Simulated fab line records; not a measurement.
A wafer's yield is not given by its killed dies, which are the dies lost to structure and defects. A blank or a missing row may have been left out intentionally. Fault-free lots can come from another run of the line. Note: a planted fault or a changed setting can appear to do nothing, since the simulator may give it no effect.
Matching of chambers | flow nandHarc | NHARC_A_STAIRCASE_ETCH_236 on rieDiel-08 has 4 sister chambers
The step etches the open film in C4F8/O2, target depth 100 nm, time 40.5 s. 4 wafers are shown with their chamber, then 6 later ones without.

== WAFERS PAIRED WITH THEIR CHAMBERS ==
wafer  | chamber | rfVppV (V)
L777.5 | 1       | 893
L777.6 | 0       | 904
L784.1 | 3       | 890
L784.2 | 2       | 901

== WAFERS WITHOUT THEIR CHAMBER ==
wafer  | rfVppV (V)
L793.1 | 900
L793.2 | 891
L793.6 | 893
L794.3 | 901
L794.4 | 901
L794.5 | 902

== WHICH CHAMBER EACH ONE RAN IN ==
wafer  | from the rows above     | in truth
L793.1 | 2                       | 2
L793.2 | can't be placed: 3 or 1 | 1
L793.6 | 1                       | 1
L794.3 | 2                       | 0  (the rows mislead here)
L794.4 | 2                       | 2
L794.5 | can't be placed: 2 or 0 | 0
Placed correctly: 3 of 6. Can't be placed from these rows: 2 (the true chamber is among the candidates in 2). Wrongly placed: 1.
How it was worked out, from the rows above alone: a wafer's distance from a chamber is the root of the sum, over the readings, of the square of ((its reading less the chamber's mean) divided by the reading's scatter). The wafer belongs to the nearest chamber; if the next one is less than 2 further off, it can't be placed. A chamber's mean is the mean of its shown wafers. The scatter: root of mean squared gap, hidden wafer to nearest shown wafer, with one shown wafer a chamber.
